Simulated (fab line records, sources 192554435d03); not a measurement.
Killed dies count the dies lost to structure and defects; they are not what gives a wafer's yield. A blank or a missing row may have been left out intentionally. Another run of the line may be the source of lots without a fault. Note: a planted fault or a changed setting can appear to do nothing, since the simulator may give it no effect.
fab line records	flow n5_finfet
[record] lots = 7	wafers = 21
route steps=1938 shown BEOL_M8@1377 BEOL_M10@1476 BEOL_M11@1578 BEOL_M12@1649
start_h: hours from the record's first day to the start of the lot's first wafer shown	wait_h: hours elapsed since this lot's preceding step	" identical to the entry in the row above	L1.1+2: several wafers, shown together as one row	- no value present, or no start provided	* or withheld: withheld	< > ~ a bound
route shown NAME@n: names a module that has steps shown in the file, with the first one's number in the route	usual: average and standard deviation across the fault-free wafers	same: alike in all rows	chamber/n: place in a boat	sites: each site's reading	_std_site: their standard deviation	_edge_site: mean of outer sites minus mean of inner sites	radius_mm: for every site, how far away it sits from the centre of the wafer	mask NAME#n: copy n	behind: tool/chamber where the wafer was last shaped	hold: reason for holding the lot/hours on hold/outcome of the hold	device: transistor that didn't switch, given as n, p or np	end of line: the tests these same wafers got at the end of their route	a step with no rows: only its recipe	killed: not the wafer's yield, but the dies lost to structure and defects at the first sort	map: the dies of a wafer, with x for killed, . for not killed, _ for no die there
set.NAME: the run value of the setting; set.NAME@STEP: its run value at that earlier step	model.NAME: the simulator's own value behind a step, which no gauge read
lots where settings were altered on purpose, with a table for each step and a row for each wafer
[[steps]]
[step N5_BEOL_M8_TRENCH_ETCH_37]
[recipe] chemistry = C4F6/O2	target_depth_a = 934.78	target = SiCOH_lowk	time_s = 31.2	ion_energy_ev = 250	pressure_mtorr = 30	source_w = 345	bias_w = 185	Ar_flow_sccm = 300	C4F6_flow_sccm = 10	O2_flow_sccm = 10
[usual] rf_vpp_V = 668/4.1
lot.wafer	tool	chamber	start_h	wait_h	set.bias_w	rf_vpp_V	model.BEOL_M8.feature_depth_nm	model.etch.depth_nm
L078.2	rie_diel-05	2	-	-	185	675	94.2	94.25
L078.3	"	3	"	"	199.8	704	96.4	96.47
L078.4	"	0	"	"	199.8	715	95	94.94
L082.1	rie_diel-05	1	-	-	185	664	91.8	91.73
L082.4	"	1	"	"	185	665	92.2	92.15
L082.5	"	3	"	"	185	664	93.6	93.63
L086.1	rie_diel-05	0	-	-	185	673	92.4	92.41
L086.3	"	2	"	"	215.3	760	99.4	99.41
L086.4	"	1	"	"	215.3	749	98.4	98.36
L085.3	rie_diel-05	2	-	-	185	673	94.8	94.72
L085.5	"	2	"	"	185	674	94.2	94.21
L085.6	"	3	"	"	167.3	611	91.8	91.9
L094.2	rie_diel-02	0	-	-	213	743	98	98.07
L094.4	"	2	"	"	185	671	93.6	93.66
L094.5	"	3	"	"	185	664	90.4	90.42
L095.1	rie_diel-02	3	-	-	185	665	91.6	91.7
L095.3	"	1	"	"	204.5	727	95	95.05
L095.6	"	0	"	"	185	664	95	94.91
L096.3	rie_diel-05	0	-	-	185	672	92.2	92.17
L096.5	"	2	"	"	185	673	93.2	93.27
L096.6	"	1	"	"	185	663	92	91.99
[step N5_BEOL_M8_ETCH_41]
[recipe] chemistry = CH3F/O2	target = SiCN	target_depth_a = 319	taper_deg = 2	time_s = 57.8	ion_energy_ev = 120	mask_material = TiN	pressure_mtorr = 30	source_w = 395	bias_w = 75	Ar_flow_sccm = 150	CH3F_flow_sccm = 30	O2_flow_sccm = 20
[step N5_BEOL_M8_STRIP_80]
[recipe] chemistry = N2/H2	time_s = 10	power_w = 450	temp_c = 40	pressure_mtorr = 20	rf_frequency_hz = 6e+07	bias_power_w = 7	n2_flow_sccm = 200	h2_flow_sccm = 200
[step N5_BEOL_M8_OCD_MEAS_38]
[usual] trench_depth_nm = 93.4/1.1
lot.wafer	tool	chamber	start_h	wait_h	set.bias_w@BEOL_M8_TRENCH_ETCH_37	trench_depth_nm
L078.2	ocd-02	-	258.07	-	185	94.5
L078.3	"	-	"	"	199.8	96.5
L078.4	"	-	"	"	199.8	94.9
L082.1	ocd-01	-	274.21	-	185	91.7
L082.4	"	-	"	"	185	92.1
L082.5	"	-	"	"	185	94.1
L086.1	ocd-01	-	292.86	-	185	92.7
L086.3	"	-	"	"	215.3	99.8
L086.4	"	-	"	"	215.3	98.5
L085.3	ocd-02	-	307.68	-	185	95.5
L085.5	"	-	"	"	185	94.3
L085.6	"	-	"	"	167.3	91.8
L094.2	ocd-02	-	343.41	-	213	98.1
L094.4	"	-	"	"	185	93.8
L094.5	"	-	"	"	185	90.4
L095.1	ocd-02	-	350.38	-	185	92.1
L095.3	"	-	"	"	204.5	95.1
L095.6	"	-	"	"	185	94.5
L096.3	ocd-02	-	372.91	-	185	91.8
L096.5	"	-	"	"	185	93.3
L096.6	"	-	"	"	185	92.1
[step N5_BEOL_M8_HM_STRIP_39]
[recipe] chemistry = peroxide_tin_strip	material = TiN	target_depth_a = 250	temp_c = 50	time_s = 158
[step N5_BEOL_M8_SRD_40]
[recipe] time_s = 30	temp_c = 23	rinse_liquid = diw	dry = ipa_marangoni
[step N5_BEOL_M8_PRECLEAN_42]
[recipe] chemistry = residue_remover	time_s = 60	temp_c = 40
[step N5_BEOL_M8_SRD_43]
[recipe] time_s = 30	temp_c = 23	rinse_liquid = diw	dry = ipa_marangoni
[step N5_BEOL_M8_CD_MEAS_35]
[recipe] target_cd_nm = 40	polarity = opening
[usual] cd_nm = 39.9/0.45
lot.wafer	tool	chamber	start_h	wait_h	set.dose_mj@BEOL_M8_EXPOSE_08	cd_nm
L078.2	cd_sem-03	-	258.24	0.0	70.76	42.1
L078.3	"	-	"	"	68.25	39.6
L078.4	"	-	"	"	70.76	41.7
L082.1	cd_sem-01	-	274.36	0.0	68.25	39.2
L082.4	"	-	"	"	68.25	39.8
L082.5	"	-	"	"	68.25	40.2
L086.1	cd_sem-01	-	293.01	0.0	68.25	39.6
L086.3	"	-	"	"	70.26	40.4
L086.4	"	-	"	"	68.25	39.5
L085.3	cd_sem-03	-	307.84	0.0	66.9	39.9
L085.5	"	-	"	"	68.25	39.5
L085.6	"	-	"	"	66.9	39.5
L094.2	cd_sem-03	-	343.56	0.0	65.98	37.9
L094.4	"	-	"	"	68.25	39.2
L094.5	"	-	"	"	65.98	38.1
L095.1	cd_sem-01	-	350.53	0.0	69.78	40.1
L095.3	"	-	"	"	68.25	39.3
L095.6	"	-	"	"	69.78	40.1
L096.3	cd_sem-02	-	373.15	0.0	63.76	37.5
L096.5	"	-	"	"	68.25	40.0
L096.6	"	-	"	"	63.76	37.2
[step N5_BEOL_M8_CURE_75]
[recipe] temp_c = 370	time_s = 120	ambient = DMADMS/He	material = SiCOH_lowk
[usual] lamp_power_pct = 52.31/0.056
lot.wafer	tool	chamber	start_h	wait_h	set.time_s	lamp_power_pct
L078.2	uv_cure-03	2	258.33	0.1	120	52.28
L078.3	"	2	"	"	142.6	51.39
L078.4	"	2	"	"	142.6	51.41
L082.1	uv_cure-02	2	274.40	0.0	120	52.36
L082.4	"	2	"	"	120	52.30
L082.5	"	2	"	"	120	52.22
L086.1	uv_cure-03	1	293.05	0.0	109.5	52.27
L086.3	"	1	"	"	109.5	52.31
L086.4	"	1	"	"	120	52.35
L085.3	uv_cure-01	0	308.11	0.3	120	52.33
L085.5	"	0	"	"	129.9	51.93
L085.6	"	0	"	"	120	52.27
L094.2	uv_cure-03	2	343.65	0.1	101.6	52.27
L094.4	"	2	"	"	120	52.37
L094.5	"	2	"	"	101.6	52.27
L095.1	uv_cure-01	1	350.57	0.0	138.2	52.32
L095.3	"	1	"	"	120	52.28
L095.6	"	1	"	"	138.2	52.33
L096.3	uv_cure-03	1	373.43	0.3	120	52.40
L096.5	"	1	"	"	120	52.37
L096.6	"	1	"	"	120	52.35
[step N5_BEOL_M8_DEGAS_44]
[recipe] ambient = vacuum	temp_c = 250	time_s = 60
[step N5_BEOL_M8_PRE_CLEAN_45]
[recipe] gas = H2/He	time_s = 30	temp_c = 250
[step N5_BEOL_M8_ECD_50]
[recipe] material = Cu	target_thk_a = 3000
[step N5_BEOL_M8_ANNEAL_51]
[recipe] temp_c = 225	time_s = 90	ambient = N2
[step N5_BEOL_M8_CMP_52]
[recipe] stop_on = SiCOH_lowk	t_overpolish_s = 6.9	down_force_psi = 1	platen_rpm = 50	clearing_platen_down_force_psi = 1.5	clearing_platen_rpm = 50	post_cmp_clean = cu_alkaline	target_thk_nm = 80	clearing_platen_pad_velocity_m_s = 0.99484	pad_velocity_m_s = 0.99484
lot.wafer	tool	chamber	start_h	wait_h	set.bias_w@BEOL_M8_TRENCH_ETCH_37	model.Cu_of_BEOL_M8_ECD_50.thk_nm
L078.2	cmp-01	3	259.75	0.2	185	79.8
L078.3	"	1	"	"	199.8	81.4
L078.4	"	2	"	"	199.8	80.8
L082.1+4	cmp-01	1,2	276.38	0.3	185	78.6
L082.5	"	3	"	"	185	78.8
L086.4	cmp-02	3	295.30	0.1	215.3	83.4
L086.3	"	0	"	"	215.3	85
L086.1	"	1	"	"	185	76.2
L085.3	cmp-03	1	310.24	0.2	185	80.6
L085.5	"	3	"	"	185	79.6
L085.6	"	0	"	"	167.3	78.4
L094.4	cmp-02	1	345.84	0.2	185	78.6
L094.2	"	3	"	"	213	84.8
L094.5	"	1	"	"	185	77.2
L095.1	cmp-02	2	354.60	0.5	185	77.4
L095.3	"	1	"	"	204.5	81
L095.6	"	2	"	"	185	81.2
L096.3	cmp-03	0	376.33	0.3	185	77.2
L096.6	"	1	"	"	185	77.8
L096.5	"	2	"	"	185	78.8
[step N5_BEOL_M8_THK_MEAS_53]
[recipe] thk_meas_gauge = xrf	reads = Cu_of_BEOL_M8_ECD_50
[usual] M8_THK = 78.9/1.5
lot.wafer	tool	chamber	start_h	wait_h	set.bias_w@BEOL_M8_TRENCH_ETCH_37	M8_THK[nm]
L078.2	film_metro-01	-	260.04	-	185	79.1
L078.3	"	-	"	"	199.8	80.8
L078.4	"	-	"	"	199.8	80.1
L082.1	film_metro-02	-	276.60	-	185	78.5
L082.4	"	-	"	"	185	78.9
L082.5	"	-	"	"	185	79.1
L086.1	film_metro-01	-	295.60	-	185	75.7
L086.3	"	-	"	"	215.3	84.1
L086.4	"	-	"	"	215.3	82.3
L085.3	film_metro-02	-	310.46	-	185	79.9
L085.5	"	-	"	"	185	78.5
L085.6	"	-	"	"	167.3	77.6
L094.2	film_metro-01	-	346.09	-	213	84.1
L094.4	"	-	"	"	185	77.6
L094.5	"	-	"	"	185	76.5
L095.1	film_metro-02	-	354.90	-	185	77.0
L095.3	"	-	"	"	204.5	79.9
L095.6	"	-	"	"	185	80.4
L096.3	film_metro-02	-	376.51	-	185	77.6
L096.5	"	-	"	"	185	79.6
L096.6	"	-	"	"	185	78.2
[step N5_BEOL_M8_PRE_CLEAN_55]
[recipe] gas = NH3	time_s = 15	temp_c = withheld	rf_power_w = 300
[step N5_BEOL_M8_DEP_56]
[recipe] material = SiCN	target_thk_a = 100	temp_c = withheld	precursor = 3MS/NH3	pressure_torr = 3	rf_w = 202	time_s = 17.5
[step N5_BEOL_M8_RS_MEAS_57]
[recipe] thk_meas_gauge = four-point-probe	reads = Cu_of_BEOL_M8_ECD_50+Co_of_BEOL_M8_CVD_78+TaN_of_BEOL_M8_ALD_77
[usual] M8_RS = 0.289/0.0059
lot.wafer	tool	chamber	start_h	wait_h	set.bias_w@BEOL_M8_TRENCH_ETCH_37	M8_RS[ohm/sq]
L078.2	film_metro-02	-	260.17	0.1	185	0.287
L078.3	"	-	"	"	199.8	0.280
L078.4	"	-	"	"	199.8	0.283
L082.1	film_metro-02	-	276.73	0.1	185	0.293
L082.4	"	-	"	"	185	0.292
L082.5	"	-	"	"	185	0.291
L086.1	film_metro-01	-	295.73	0.1	185	0.303
L086.3	"	-	"	"	215.3	0.267
L086.4	"	-	"	"	215.3	0.272
L085.3	film_metro-02	-	310.59	0.1	185	0.284
L085.5	"	-	"	"	185	0.288
L085.6	"	-	"	"	167.3	0.294
L094.2	film_metro-01	-	346.22	0.1	213	0.268
L094.4	"	-	"	"	185	0.292
L094.5	"	-	"	"	185	0.298
L095.1	film_metro-02	-	355.03	0.1	185	0.298
L095.3	"	-	"	"	204.5	0.282
L095.6	"	-	"	"	185	0.282
L096.3	film_metro-01	-	376.65	0.1	185	0.298
L096.5	"	-	"	"	185	0.290
L096.6	"	-	"	"	185	0.295
[step N5_BEOL_M10_COAT_60]
[recipe] resist = SiARC	temp_c = 220	time_s = 60	spin_rpm = 1500	resist_thk_nm = 30
lot.wafer	tool	chamber	start_h	wait_h	set.spin_rpm	model.SiARC_of_BEOL_M10_COAT_60.thk_nm
L078.2	litho_track-04	0	-	-	1630	28.8
L078.3	"	0	"	"	1630	28.6
L078.4	"	0	"	"	1500	30
L082.1+4+5	litho_track-03	0	-	-	1500	30
L086.1+3	litho_track-03	0	-	-	1578	29.4
L086.4	"	0	"	"	1578	29.2
L085.3	litho_track-02	0	-	-	1500	30
L085.5	"	0	"	"	1580	29.2
L085.6	"	0	"	"	1500	29.8
L094.2+4	litho_track-03	0	-	-	1500	30
L094.5	"	0	"	"	1392	31.2
L095.1+3	litho_track-04	0	-	-	1500	30
L095.6	"	0	"	"	1631	28.8
L096.3+5+6	litho_track-02	0	-	-	1642	28.8
[step N5_BEOL_M10_ETCH_61]
[recipe] chemistry = CF4	target = SiARC	target_depth_a = 390	mask_material = CAR-ArF	time_s = 65	ion_energy_ev = 80	pressure_mtorr = 40	source_w = 545	bias_w = 36	Ar_flow_sccm = 100	cf4_flow_sccm = 100	ends = cleared
lot.wafer	tool	chamber	start_h	wait_h	set.cf4_flow_sccm	set.spin_rpm@BEOL_M10_COAT_60	model.etch.depth_nm	model.CAR-ArF_of_BEOL_M10_COAT_05.thk_nm
L078.2	rie_diel-04	3	271.25	0.0	100	1630	28.74	56.6
L078.3	"	1	"	"	100	1630	28.7	56.4
L078.4	"	0	"	"	100	1500	29.98	55.2
L082.1	rie_diel-02	3	288.02	0.0	100	1500	30.03	55.4
L082.4	"	2	"	"	100	1500	30.08	55.8
L082.5	"	1	"	"	100	1500	30.09	55.4
L086.1	rie_diel-04	1	305.04	0.0	100	1578	29.32	56
L086.3	"	0	"	"	86.74	1578	29.32	55.8
L086.4	"	2	"	"	100	1578	29.29	56.2
L085.3	rie_diel-04	1	322.56	0.0	100	1500	29.97	55.4
L085.5	"	1	"	"	100	1580	29.17	56.2
L085.6	"	0	"	"	116.8	1500	29.84	55.6
L094.2	rie_diel-02	0	359.71	0.0	100	1500	30.02	55.2
L094.4	"	2	"	"	100	1500	29.9	55.8
L094.5	"	3	"	"	100	1392	31.13	54.4
L095.1	rie_diel-02	3	366.27	0.0	100	1500	29.94	55.4
L095.3	"	0	"	"	100	1500	29.97	55.2
L095.6	"	3	"	"	100	1631	28.74	56.2
L096.3	rie_diel-04	3	387.13	0.0	100	1642	28.8	56.2
L096.5	"	2	"	"	100	1642	28.81	56.6
L096.6	"	1	"	"	100	1642	28.76	56.6
[step N5_BEOL_M10_ETCH_62]
[recipe] chemistry = N2/H2	target = SOC	target_depth_a = 1100	overetch_a = 220	mask_material = SiARC	temp_c = 40	time_s = 165	ion_energy_ev = 200	pressure_mtorr = 30	source_w = 840	bias_w = 150	n2_flow_sccm = 200	h2_flow_sccm = 200
lot.wafer	tool	chamber	start_h	wait_h	set.spin_rpm@BEOL_M10_COAT_60	model.SiARC_of_BEOL_M10_COAT_60.thk_nm
L078.2	rie_diel-04	3	271.30	0.0	1630	22.2
L078.3	"	1	"	"	1630	22.4
L078.4	"	0	"	"	1500	23.4
L082.1+5	rie_diel-02	3,1	288.07	0.0	1500	23.6
L082.4	"	2	"	"	1500	23.4
L086.1+3+4	rie_diel-04	1,0,2	305.09	0.0	1578	22.8
L085.3	rie_diel-04	1	322.61	0.0	1500	23.4
L085.5	"	1	"	"	1580	22.6
L085.6	"	0	"	"	1500	23.2
L094.2	rie_diel-02	0	359.76	0.0	1500	23.4
L094.4	"	2	"	"	1500	23.2
L094.5	"	3	"	"	1392	24.8
L095.1	rie_diel-02	3	366.32	0.0	1500	23.6
L095.3	"	0	"	"	1500	23.4
L095.6	"	3	"	"	1631	22.4
L096.3+6	rie_diel-04	3,1	387.18	0.0	1642	22.2
L096.5	"	2	"	"	1642	22.4
[step N5_BEOL_M10_VIA_ETCH_34]
[recipe] chemistry = C4F6/O2	target = SiCOH_lowk	target_depth_a = 1845	mask_material = SOC	taper_deg = 4	time_s = 69.2	ion_energy_ev = 250	pressure_mtorr = 30	source_w = 345	bias_w = 185	Ar_flow_sccm = 300	C4F6_flow_sccm = 10	O2_flow_sccm = 10
lot.wafer	tool	chamber	start_h	wait_h	set.time_s	model.etch.depth_nm	model.SOC_of_BEOL_M10_COAT_63.thk_nm
L078.2	rie_diel-02	0	274.00	0.0	69.2	186.2	91.8
L078.3	"	2	"	"	69.2	185.8	91.6
L078.4	"	3	"	"	69.2	180.2	92.2
L082.1	rie_diel-04	2	292.46	0.0	69.2	181.4	92.8
L082.4	"	1	"	"	69.2	183.2	92.6
L082.5	"	2	"	"	69.2	182.8	92.8
L086.1	rie_diel-02	1	307.08	0.0	81.74	213.5	90.8
L086.3	"	3	"	"	81.74	213.1	91
L086.4	"	2	"	"	69.2	186.8	92.2
L085.3	rie_diel-05	0	323.70	0.0	69.2	184.2	92.4
L085.5	"	0	"	"	60.85	160.5	93.2
L085.6	"	3	"	"	60.85	164.8	93.2
L094.2	rie_diel-04	1	362.56	0.0	69.2	185.8	91.6
L094.4	"	3	"	"	69.2	186.8	91.8
L094.5	"	3	"	"	69.2	186.3	91.6
L095.1	rie_diel-05	2	367.49	0.0	69.2	183.3	91.8
L095.3	"	0	"	"	69.2	181.5	91.8
L095.6	"	2	"	"	69.2	183.3	92
L096.3	rie_diel-05	0	388.40	0.0	54.64	143.1	94
L096.5	"	2	"	"	69.2	181	92.4
L096.6	"	3	"	"	69.2	184.5	91.6
[step N5_BEOL_M10_TRENCH_ETCH_37]
[recipe] chemistry = C4F6/O2	target_depth_a = 1488.3	target = SiCOH_lowk	time_s = 48	ion_energy_ev = 250	pressure_mtorr = 30	source_w = 345	bias_w = 185	Ar_flow_sccm = 300	C4F6_flow_sccm = 10	O2_flow_sccm = 10
[usual] rf_vpp_V = 668/4.2
lot.wafer	tool	chamber	start_h	wait_h	set.source_w	rf_vpp_V
L078.2	rie_diel-02	0	-	-	345	667
L078.3	"	2	"	"	315.4	704
L078.4	"	3	"	"	345	665
L082.1	rie_diel-04	2	-	-	345	665
L082.4	"	1	"	"	345	667
L082.5	"	2	"	"	345	666
L086.1	rie_diel-02	1	-	-	294.5	731
L086.3	"	3	"	"	345	665
L086.4	"	2	"	"	345	674
L085.3	rie_diel-05	0	-	-	345	673
L085.5	"	0	"	"	345	673
L085.6	"	3	"	"	363.5	645
L094.2	rie_diel-04	1	-	-	345	667
L094.4	"	3	"	"	345	670
L094.5	"	3	"	"	345	669
L095.1	rie_diel-05	2	-	-	345	672
L095.3	"	0	"	"	345	672
L095.6	"	2	"	"	345	673
L096.3	rie_diel-05	0	-	-	326.4	692
L096.5	"	2	"	"	326.4	694
L096.6	"	3	"	"	345	664
[step N5_BEOL_M11_TRENCH_ETCH_37]
[recipe] chemistry = C4F6/O2	target_depth_a = 1488.3	target = SiCOH_lowk	time_s = 48	ion_energy_ev = 250	pressure_mtorr = 30	source_w = 345	bias_w = 185	Ar_flow_sccm = 300	C4F6_flow_sccm = 10	O2_flow_sccm = 10
[usual] rf_vpp_V = 668/6.1
lot.wafer	tool	chamber	start_h	wait_h	set.bias_w	rf_vpp_V
L078.2	rie_diel-03	2	-	-	185	672
L078.3	"	0	"	"	200.4	692
L078.4	"	0	"	"	185	649
L082.1	rie_diel-06	2	-	-	185	673
L082.4	"	3	"	"	185	667
L082.5	"	1	"	"	185	666
L086.1	rie_diel-03	0	-	-	185	649
L086.3	"	3	"	"	185	667
L086.4	"	2	"	"	185	673
L085.3	rie_diel-01	3	-	-	201.3	707
L085.5	"	3	"	"	185	661
L085.6	"	0	"	"	201.3	718
L094.2	rie_diel-01	3	-	-	185	661
L094.4	"	1	"	"	185	664
L094.5	"	3	"	"	185	661
L095.1	rie_diel-06	3	-	-	185	665
L095.3	"	1	"	"	185	665
L095.6	"	0	"	"	196	704
L096.3	rie_diel-01	0	-	-	174.1	640
L096.5	"	1	"	"	185	666
L096.6	"	0	"	"	185	672
[step N5_BEOL_M11_CURE_72]
[recipe] temp_c = 370	time_s = 120	ambient = DMADMS/He	material = SiCOH_lowk
[usual] lamp_power_pct = 52.31/0.049
lot.wafer	tool	chamber	start_h	wait_h	set.time_s	lamp_power_pct
L078.2	uv_cure-03	0	287.46	0.3	133.7	51.76
L078.3	"	0	"	"	133.7	51.81
L078.4	"	0	"	"	120	52.28
L082.1	uv_cure-01	0	300.33	0.0	120	52.34
L082.4	"	0	"	"	120	52.29
L082.5	"	0	"	"	120	52.39
L086.1	uv_cure-02	0	318.64	0.0	120	52.33
L086.3	"	0	"	"	140.6	51.49
L086.4	"	0	"	"	140.6	51.48
L085.3	uv_cure-02	0	331.78	0.1	99.98	52.32
L085.5	"	0	"	"	99.98	52.34
L085.6	"	0	"	"	99.98	52.31
L094.2	uv_cure-01	1	373.45	0.1	120	52.27
L094.4	"	1	"	"	120	52.36
L094.5	"	1	"	"	133.7	51.75
L095.1	uv_cure-02	2	377.33	0.1	120	52.32
L095.3	"	2	"	"	120	52.34
L095.6	"	2	"	"	120	52.28
L096.3	uv_cure-02	1	395.96	0.1	120	52.33
L096.5	"	1	"	"	120	52.27
L096.6	"	1	"	"	120	52.24
[step N5_BEOL_M12_SPUTTER_44]
[recipe] material = Ta	target_thk_a = 100	temp_c = 50	bias_v = 80	power_w = 15000	chamber_pressure_pa = 0.07	time_s = 16.13
lot.wafer	tool	chamber	start_h	wait_h	set.time_s	model.Ta_of_BEOL_M12_SPUTTER_44.thk_nm
L078.2+3+4	pvd_sputter-02	-	293.27	0.0	16.13	10.2
L082.1+4+5	pvd_sputter-03	-	307.51	0.0	16.13	10
L086.1+3+4	pvd_sputter-02	-	325.92	0.0	16.13	10.2
L085.3+5+6	pvd_sputter-02	-	340.18	0.0	16.13	10
L094.2	pvd_sputter-02	-	383.88	0.0	15	9.2
L094.4	"	-	"	"	16.13	9.8
L094.5	"	-	"	"	16.13	10
L095.1	pvd_sputter-03	-	386.77	0.0	16.13	9.8
L095.3+6	"	-	"	"	14.61	8.8
L096.3+5+6	pvd_sputter-02	-	403.34	0.0	16.13	10
[[key]]
[split] step = N5_BEOL_M8_TRENCH_ETCH_37	setting = bias_w	stated = 185	by = wafer
[response] step = N5_BEOL_M8_TRENCH_ETCH_37	reading = rf_vpp_V	change = +5.24	per = 1%	r = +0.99
[response] step = N5_BEOL_M8_TRENCH_ETCH_37	reading = model.BEOL_M8.feature_depth_nm	change = +0.331	per = 1%	r = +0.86
[response] step = N5_BEOL_M8_TRENCH_ETCH_37	reading = model.etch.depth_nm	change = +0.33	per = 1%	r = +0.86
[response] step = N5_BEOL_M8_OCD_MEAS_38	reading = trench_depth_nm	change = +0.335	per = 1%	r = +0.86
[response] step = N5_BEOL_M8_CMP_52	reading = model.Cu_of_BEOL_M8_ECD_50.thk_nm	change = +0.367	per = 1%	r = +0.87
[response] step = N5_BEOL_M8_THK_MEAS_53	reading = M8_THK	change = +0.352	per = 1%	r = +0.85
[response] step = N5_BEOL_M8_RS_MEAS_57	reading = M8_RS	change = -0.00154	per = 1%	r = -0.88
[split] step = N5_BEOL_M8_CURE_75	setting = time_s	stated = 120	by = wafer
[response] step = N5_BEOL_M8_CURE_75	reading = lamp_power_pct	shape = bent	at_lowest = *	at_stated = *	at_highest = *
[split] step = N5_BEOL_M10_COAT_60	setting = spin_rpm	stated = 1500	by = wafer
[response] step = N5_BEOL_M10_COAT_60	reading = model.SiARC_of_BEOL_M10_COAT_60.thk_nm	change = -0.147	per = 1%	r = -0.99
[response] step = N5_BEOL_M10_ETCH_61	reading = model.etch.depth_nm	change = -0.147	per = 1%	r = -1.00
[response] step = N5_BEOL_M10_ETCH_61	reading = model.CAR-ArF_of_BEOL_M10_COAT_05.thk_nm	change = +0.133	per = 1%	r = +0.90
[response] step = N5_BEOL_M10_ETCH_62	reading = model.SiARC_of_BEOL_M10_COAT_60.thk_nm	change = -0.145	per = 1%	r = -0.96
[split] step = N5_BEOL_M10_ETCH_61	setting = cf4_flow_sccm	stated = 100	by = wafer
response none clear
[split] step = N5_BEOL_M10_VIA_ETCH_34	setting = time_s	stated = 69.2	by = wafer
[response] step = N5_BEOL_M10_VIA_ETCH_34	reading = model.etch.depth_nm	change = +1.72	per = 1%	r = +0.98
[response] step = N5_BEOL_M10_VIA_ETCH_34	reading = model.SOC_of_BEOL_M10_COAT_63.thk_nm	change = -0.0821	per = 1%	r = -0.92
[split] step = N5_BEOL_M10_TRENCH_ETCH_37	setting = source_w	stated = 345	by = wafer
[response] step = N5_BEOL_M10_TRENCH_ETCH_37	reading = rf_vpp_V	change = -4.46	per = 1%	r = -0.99
[split] step = N5_BEOL_M11_TRENCH_ETCH_37	setting = bias_w	stated = 185	by = wafer
[response] step = N5_BEOL_M11_TRENCH_ETCH_37	reading = rf_vpp_V	change = +5.2	per = 1%	r = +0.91
[split] step = N5_BEOL_M11_CURE_72	setting = time_s	stated = 120	by = wafer
[response] step = N5_BEOL_M11_CURE_72	reading = lamp_power_pct	change = *	per = 1%	r = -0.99
[split] step = N5_BEOL_M12_SPUTTER_44	setting = time_s	stated = 16.13	by = wafer
[response] step = N5_BEOL_M12_SPUTTER_44	reading = model.Ta_of_BEOL_M12_SPUTTER_44.thk_nm	change = +0.104	per = 1%	r = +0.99
split outside_this_file step=N5_BEOL_M8_EXPOSE_08 setting=dose_mj
// split outside_this_file: this setting was split too, and the file shows its column; the key of that split is in another file
